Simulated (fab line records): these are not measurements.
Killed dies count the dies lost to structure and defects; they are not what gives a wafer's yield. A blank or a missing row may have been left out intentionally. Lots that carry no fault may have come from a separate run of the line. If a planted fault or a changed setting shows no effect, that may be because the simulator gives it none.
The tool behind it: which one? -- flow nand_harc -- Sampling: 13 lots, 39 wafers, 4 of 1302 route steps

WHAT THE GAUGES READ, wafer by wafer
The record holds no reading of a measuring or inspecting step that can be judged against a usual standard deviation.

EACH LOT AND THE TOOL THAT RAN IT (in order: tool; ch and the chambers of the sampled wafers; start)
lot,NHARC_A_STAIRCASE_TRIM_222,NHARC_A_STAIRCASE_ETCH_223,NHARC_A_STAIRCASE_TRIM_224,NHARC_A_STAIRCASE_ETCH_230
L273,"rie_diel-05 ch 0,1,2, day 15 22:01 or earlier","rie_diel-05 ch 0,3, day 15 22:01 or earlier","rie_diel-05 ch 0,1,3, day 15 22:01 or earlier","rie_diel-05 ch 0,1,2, day 15 22:01"
L274,"rie_diel-02 ch 2,3, day 16 05:14 or earlier","rie_diel-02 ch 1,2,3, day 16 05:14 or earlier","rie_diel-02 ch 0,2,3, day 16 05:14 or earlier","rie_diel-02 ch 0,1, day 16 05:14"
L277,"rie_diel-02 ch 1,2,3, day 17 09:15 or earlier","rie_diel-02 ch 1,2, day 17 09:15 or earlier","rie_diel-02 ch 1,2, day 17 09:15 or earlier","rie_diel-02 ch 1,2, day 17 09:15"
L276,"rie_diel-05 ch 0,1, day 17 13:19 or earlier","rie_diel-05 ch 0,2,3, day 17 13:19 or earlier","rie_diel-05 ch 1,2, day 17 13:19 or earlier","rie_diel-05 ch 1,2, day 17 13:19"
L278,"rie_diel-03 ch 0,2,3, day 17 18:16 or earlier","rie_diel-03 ch 0,2,3, day 17 18:16 or earlier","rie_diel-03 ch 0,2,3, day 17 18:16 or earlier","rie_diel-03 ch 0,2,3, day 17 18:16"
L279,"rie_diel-05 ch 0,2, day 18 12:40 or earlier","rie_diel-05 ch 0,1,2, day 18 12:40 or earlier","rie_diel-05 ch 2,3, day 18 12:40 or earlier","rie_diel-03 ch 0,2,3, day 18 12:40"
L281,"rie_diel-03 ch 0,1,2, day 19 02:46 or earlier","rie_diel-03 ch 0,1,3, day 19 02:46 or earlier","rie_diel-03 ch 0,1,3, day 19 02:46 or earlier","rie_diel-02 ch 1,2,3, day 19 02:46"
L280,"rie_diel-05 ch 0,1,2, day 19 04:04 or earlier","rie_diel-05 ch 0,1, day 19 04:04 or earlier","rie_diel-05 ch 0,1,3, day 19 04:04 or earlier","rie_diel-02 ch 0,2, day 19 04:04"
L284,"rie_diel-05 ch 0,1, day 20 15:24 or earlier","rie_diel-05 ch 0,2,3, day 20 15:24 or earlier","rie_diel-05 ch 0,1,3, day 20 15:24 or earlier","rie_diel-02 ch 1,3, day 20 15:24"
L282,"rie_diel-03 ch 0,1,2, day 20 15:41 or earlier","rie_diel-03 ch 0,2,3, day 20 15:41 or earlier","rie_diel-03 ch 1,2,3, day 20 15:41 or earlier","rie_diel-02 ch 0,1,3, day 20 15:41"
L283,"rie_diel-05 ch 2,3, day 20 19:16 or earlier","rie_diel-05 ch 0,1,3, day 20 19:16 or earlier","rie_diel-05 ch 1,2, day 20 19:16 or earlier","rie_diel-03 ch 1,3, day 20 19:16"
L285,"rie_diel-02 ch 0,3, day 20 20:03 or earlier","rie_diel-02 ch 2,3, day 20 20:03 or earlier","rie_diel-02 ch 2,3, day 20 20:03 or earlier","rie_diel-05 ch 0,1,2, day 20 20:03"
L290,"rie_diel-02 ch 1,2,3, day 23 07:01 or earlier","rie_diel-02 ch 2,3, day 23 07:01 or earlier","rie_diel-02 ch 1,2,3, day 23 07:01 or earlier","rie_diel-03 ch 0,1,3, day 23 07:01"
- NHARC_A_STAIRCASE_TRIM_222: chemistry O2, time 211.2 s.
- NHARC_A_STAIRCASE_ETCH_223: etches the open film in C4F8/O2, target depth 100 nm, time 40.5 s.
- NHARC_A_STAIRCASE_TRIM_224: chemistry O2, time 211.2 s.
- NHARC_A_STAIRCASE_ETCH_230: etches the open film in C4F8/O2, target depth 100 nm, time 40.5 s.

AS READ BY THE TOOLS THEMSELVES (means over the sampled wafers that have a number; for cases with no such wafer, the mark the record gives instead)
NHARC_A_STAIRCASE_TRIM_222.
lot,tool,drypump_motor_current_A (A),oes_product_au (a.u.),rf_vpp_V (V),showerhead_plenum_p_Torr (Torr),throttle_valve_pct (%)
L273,rie_diel-05,6.3,0.994,58.2,3.47,17.036
L274,rie_diel-02,6.1,1.011,57.4,3.45,17.031
L277,rie_diel-02,6.0,1.004,58.0,3.41,17.045
L276,rie_diel-05,6.4,0.997,57.8,3.54,17.037
L278,rie_diel-03,6.2,0.983,57.4,3.47,17.034
L279,rie_diel-05,6.4,1.001,57.0,3.34,17.034
L281,rie_diel-03,6.0,0.995,58.1,3.50,17.033
L280,rie_diel-05,6.2,0.988,56.9,3.46,17.035
L284,rie_diel-05,6.5,0.987,57.6,3.40,17.041
L282,rie_diel-03,6.0,0.993,58.1,3.50,17.031
L283,rie_diel-05,5.6,0.996,57.5,3.47,17.029
L285,rie_diel-02,5.9,1.007,58.3,3.52,17.036
L290,rie_diel-02,6.1,1.000,57.0,3.39,17.037

NHARC_A_STAIRCASE_ETCH_223.
lot,tool,oes_product_au (a.u.),rf_fwd_power_W (W),rf_vpp_V (V)
L273,rie_diel-05,0.944,591,893
L274,rie_diel-02,0.959,590,893
L277,rie_diel-02,0.934,592,891
L276,rie_diel-05,0.939,590,893
L278,rie_diel-03,0.935,588,894
L279,rie_diel-05,0.941,595,893
L281,rie_diel-03,0.933,594,898
L280,rie_diel-05,0.932,595,892
L284,rie_diel-05,0.938,591,892
L282,rie_diel-03,0.932,590,893
L283,rie_diel-05,0.935,593,895
L285,rie_diel-02,0.957,592,890
L290,rie_diel-02,0.926,593,892

NHARC_A_STAIRCASE_TRIM_224.
lot,tool,drypump_motor_current_A (A),oes_product_au (a.u.),rf_vpp_V (V),showerhead_plenum_p_Torr (Torr),throttle_valve_pct (%)
L273,rie_diel-05,6.0,1.007,57.5,3.51,17.033
L274,rie_diel-02,5.9,0.999,58.2,3.49,17.038
L277,rie_diel-02,6.0,0.999,57.0,3.36,17.043
L276,rie_diel-05,6.1,0.992,57.7,3.59,17.034
L278,rie_diel-03,6.2,0.999,58.3,3.47,17.027
L279,rie_diel-05,5.7,0.998,57.1,3.48,17.040
L281,rie_diel-03,5.9,0.990,57.7,3.57,17.036
L280,rie_diel-05,6.1,0.994,57.8,3.50,17.042
L284,rie_diel-05,6.0,0.989,57.9,3.49,17.042
L282,rie_diel-03,6.2,0.988,58.0,3.48,17.039
L283,rie_diel-05,5.9,0.991,57.0,3.50,17.035
L285,rie_diel-02,6.0,1.010,56.7,3.38,17.045
L290,rie_diel-02,6.1,1.003,56.8,3.39,17.043

NHARC_A_STAIRCASE_ETCH_230.
lot,tool,oes_product_au (a.u.),rf_fwd_power_W (W),rf_vpp_V (V)
L273,rie_diel-05,0.946,595,894
L274,rie_diel-02,0.947,594,896
L277,rie_diel-02,0.944,592,889
L276,rie_diel-05,0.938,595,897
L278,rie_diel-03,0.935,591,893
L279,rie_diel-03,0.956,590,894
L281,rie_diel-02,0.943,591,891
L280,rie_diel-02,0.968,595,892
L284,rie_diel-02,0.971,588,893
L282,rie_diel-02,0.961,591,894
L283,rie_diel-03,0.963,593,896
L285,rie_diel-05,0.961,595,893
L290,rie_diel-03,1.018,673,897

THE ANSWER, worked out from the rows above alone
Rule: what is usual is taken from the lots themselves. Put in order of their means at a reading, lots are off if they are a third of the lots or fewer, leave a main group of 4 or more, and stand apart from it by a gap of 3 or more times the standard deviation of the main group's means; of several such gaps the widest counts. The tables above print the reading to a certain number of digits; a main group whose means all agree to those digits is not used. A lot without any number at a reading at which 4 lots or more have one is off too. The other lots that the step has rows for count as sound. The gauges are gone through in route order, then the tools' own readings, and for those a lot's mean is taken as printed above. At the first step where some lot is off, the reading lying furthest off is the one used; lots without a number count as furthest.
Off: L290 (NHARC_A_STAIRCASE_ETCH_230, rf_fwd_power_W). The main group: mean 592 W, standard deviation 2.3.
A tool fits if, at that step or a process step before it, it ran every lot that is off, and no sound lot after the first of them. Because NHARC_A_STAIRCASE_TRIM_222 lacks a start for some lots, the hours and order of its lots are taken from NHARC_A_STAIRCASE_ETCH_230. Because NHARC_A_STAIRCASE_ETCH_223 lacks a start for some lots, the hours and order of its lots are taken from NHARC_A_STAIRCASE_ETCH_230. Because NHARC_A_STAIRCASE_TRIM_224 lacks a start for some lots, the hours and order of its lots are taken from NHARC_A_STAIRCASE_ETCH_230. 2 tools fit, rie_diel-02 at NHARC_A_STAIRCASE_TRIM_222 and NHARC_A_STAIRCASE_ETCH_223 and NHARC_A_STAIRCASE_TRIM_224 and rie_diel-03 at NHARC_A_STAIRCASE_ETCH_230, so this cannot tell which one it is.

WHAT THE SIMULATOR HAD INSERTED
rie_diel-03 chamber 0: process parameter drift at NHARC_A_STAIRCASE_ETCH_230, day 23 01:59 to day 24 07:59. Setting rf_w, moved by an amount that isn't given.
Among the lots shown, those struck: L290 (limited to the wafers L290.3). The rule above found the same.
